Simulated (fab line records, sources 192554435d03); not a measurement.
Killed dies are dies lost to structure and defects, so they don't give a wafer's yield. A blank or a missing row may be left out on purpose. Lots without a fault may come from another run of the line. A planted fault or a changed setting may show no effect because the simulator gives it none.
Chamber matching | flow n5_finfet | N5_FIN_SAQP_HM_DEP_72 on pecvd-03: 3 sister chambers
The step deposits SiO2 from SiH4/N2O, target thk 12 nm, time 7.2 s. 18 wafers are shown with their chamber, then 9 later ones without.

WAFERS WITH THEIR CHAMBER
wafer  | chamber | showerhead_plenum_p_Torr (Torr) | heater_power_w (W)
L074.2 | 2       | 8.01                            | 731
L074.3 | 0       | 8.23                            | 915
L074.4 | 2       | 7.99                            | 763
L083.2 | 0       | 8.21                            | 887
L083.5 | 2       | 7.98                            | 706
L083.6 | 1       | 8.22                            | 792
L085.2 | 1       | 8.19                            | 782
L085.5 | 0       | 8.24                            | 908
L085.6 | 1       | 8.21                            | 787
L086.3 | 1       | 8.21                            | 773
L086.4 | 2       | 8.00                            | 692
L086.5 | 1       | 8.20                            | 798
L092.1 | 1       | 8.22                            | 809
L092.2 | 2       | 8.00                            | 710
L092.3 | 0       | 8.24                            | 791
L092.4 | 1       | 8.23                            | 823
L092.5 | 2       | 7.98                            | 705
L092.6 | 0       | 8.23                            | 799

SIGNATURES (means of the wafers above)
reading                  | chamber 0 | chamber 1 | chamber 2 | scatter within a chamber
showerhead_plenum_p_Torr | 8.2300    | 8.2114    | 7.9933    | 0.0127
heater_power_w           | 860.00    | 794.86    | 717.83    | 36.1
Rule: a wafer's distance from a chamber is the root of the sum, over the readings, of the square of ((its reading less the chamber's mean) divided by the reading's scatter). The wafer belongs to the nearest chamber; if the next one is less than 2 further off, it can't be placed. The scatter: the root of (the sum of the squares of (reading less its chamber's mean) over the shown wafers, divided by (wafers less chambers)).

WAFERS WITHOUT THEIR CHAMBER
wafer  | showerhead_plenum_p_Torr (Torr) | heater_power_w (W)
L094.1 | 8.22                            | 742
L094.2 | 8.24                            | 847
L094.3 | 7.99                            | 810
L094.4 | 8.21                            | 859
L094.5 | 8.00                            | 846
L094.6 | 8.21                            | 743
L097.1 | 8.23                            | 920
L097.3 | 8.00                            | 788
L097.6 | 8.21                            | 799

WHICH CHAMBER EACH WENT THROUGH
wafer  | from the rows above     | in truth
L094.1 | can't be placed: 1 or 0 | 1
L094.2 | can't be placed: 0 or 1 | 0
L094.3 | 2                       | 2
L094.4 | can't be placed: 0 or 1 | 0
L094.5 | 2                       | 2
L094.6 | 1                       | 1
L097.1 | 0                       | 0
L097.3 | 2                       | 2
L097.6 | 1                       | 1
Placed correctly: 6 of 9. Can't be placed from these rows: 3 (the true chamber is among the candidates in 3). Placed wrongly: 0.
